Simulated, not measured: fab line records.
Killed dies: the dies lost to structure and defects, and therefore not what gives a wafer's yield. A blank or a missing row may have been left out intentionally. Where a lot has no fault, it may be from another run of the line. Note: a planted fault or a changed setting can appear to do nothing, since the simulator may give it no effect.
Matching of chambers || flow n5_finfet || rie_diel-04 running N5_BEOL_M5_DESCUM_33: 4 sister chambers
The step chemistry O2, time 7 s. 4 wafers are shown with their chamber, then 10 later ones without.

WAFERS WITH THEIR CHAMBER
{"wafer": "L085.4", "chamber": 3, "showerhead_plenum_p_Torr (Torr)": 2.25}
{"wafer": "L085.5", "chamber": 2, "showerhead_plenum_p_Torr (Torr)": 2.15}
{"wafer": "L090.3", "chamber": 0, "showerhead_plenum_p_Torr (Torr)": 2.13}
{"wafer": "L090.4", "chamber": 1, "showerhead_plenum_p_Torr (Torr)": 2.13}

WAFERS WITHOUT THEIR CHAMBER
{"wafer": "L090.6", "showerhead_plenum_p_Torr (Torr)": 2.24}
{"wafer": "L092.2", "showerhead_plenum_p_Torr (Torr)": 2.13}
{"wafer": "L092.4", "showerhead_plenum_p_Torr (Torr)": 2.24}
{"wafer": "L092.6", "showerhead_plenum_p_Torr (Torr)": 2.13}
{"wafer": "L096.2", "showerhead_plenum_p_Torr (Torr)": 2.13}
{"wafer": "L096.3", "showerhead_plenum_p_Torr (Torr)": 2.12}
{"wafer": "L096.4", "showerhead_plenum_p_Torr (Torr)": 2.24}
{"wafer": "L097.1", "showerhead_plenum_p_Torr (Torr)": 2.12}
{"wafer": "L097.2", "showerhead_plenum_p_Torr (Torr)": 2.24}
{"wafer": "L097.6", "showerhead_plenum_p_Torr (Torr)": 2.12}

THE CHAMBER EACH PASSED THROUGH
{"wafer": "L090.6", "from the rows above": 3, "in truth": 3}
{"wafer": "L092.2", "from the rows above": "can't be placed: 0 or 1", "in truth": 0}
{"wafer": "L092.4", "from the rows above": 3, "in truth": 3}
{"wafer": "L092.6", "from the rows above": "can't be placed: 0 or 1", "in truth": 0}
{"wafer": "L096.2", "from the rows above": "can't be placed: 0 or 1", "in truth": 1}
{"wafer": "L096.3", "from the rows above": "can't be placed: 0 or 1", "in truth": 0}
{"wafer": "L096.4", "from the rows above": 3, "in truth": 3}
{"wafer": "L097.1", "from the rows above": "can't be placed: 0 or 1", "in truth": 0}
{"wafer": "L097.2", "from the rows above": 3, "in truth": 3}
{"wafer": "L097.6", "from the rows above": "can't be placed: 0 or 1", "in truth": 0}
Correct placement for 4 of the 10. Can't be placed from these rows: 6 (the true chamber is among the candidates in 6). Wrongly placed: 0.
How it was worked out, from the rows above alone: a wafer's distance from a chamber is the root of the sum, over the readings, of the square of ((its reading less the chamber's mean) divided by the reading's scatter). If the next closest chamber is less than 2 further off than the closest, the wafer can't be placed; otherwise it belongs to the closest. The mean given for a chamber averages the wafers shown for that chamber. The scatter: with one shown wafer a chamber, the root of the mean of the squares of how far each hidden wafer lies from its nearest shown one.
